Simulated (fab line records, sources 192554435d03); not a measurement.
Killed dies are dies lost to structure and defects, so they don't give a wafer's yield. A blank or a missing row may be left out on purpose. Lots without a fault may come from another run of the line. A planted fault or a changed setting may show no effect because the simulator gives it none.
Chamber matching | flow n5_finfet | N5_GATE_CUT_SAC_CAP_01 on ald_sin-04: 4 sister chambers
The step material SiNx, target thk 24 nm, pulse time 1 s, ald cycles 480. 4 wafers are shown with their chamber, then 6 later ones without.

WAFERS WITH THEIR CHAMBER
wafer  | chamber | heater_power_w (W)
L315.3 | 1       | 797
L315.6 | 3       | 777
L317.1 | 0       | 918
L317.2 | 2       | 965

WAFERS WITHOUT THEIR CHAMBER
wafer  | heater_power_w (W)
L317.3 | 773
L323.1 | 785
L323.4 | 797
L323.6 | 964
L324.1 | 788
L324.4 | 752

WHICH CHAMBER EACH WENT THROUGH
wafer  | from the rows above     | in truth
L317.3 | can't be placed: 3 or 1 | 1
L323.1 | can't be placed: 3 or 1 | 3
L323.4 | can't be placed: 1 or 3 | 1
L323.6 | 2                       | 2
L324.1 | can't be placed: 1 or 3 | 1
L324.4 | can't be placed: 3 or 1 | 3
Placed correctly: 1 of 6. Can't be placed from these rows: 5 (the true chamber is among the candidates in 5). Placed wrongly: 0.
How it was worked out, from the rows above alone: a wafer's distance from a chamber is the root of the sum, over the readings, of the square of ((its reading less the chamber's mean) divided by the reading's scatter). The wafer belongs to the nearest chamber; if the next one is less than 2 further off, it can't be placed. A chamber's mean is the mean of its shown wafers. The scatter: with one shown wafer a chamber, the root of the mean of the squares of how far each hidden wafer lies from its nearest shown one.
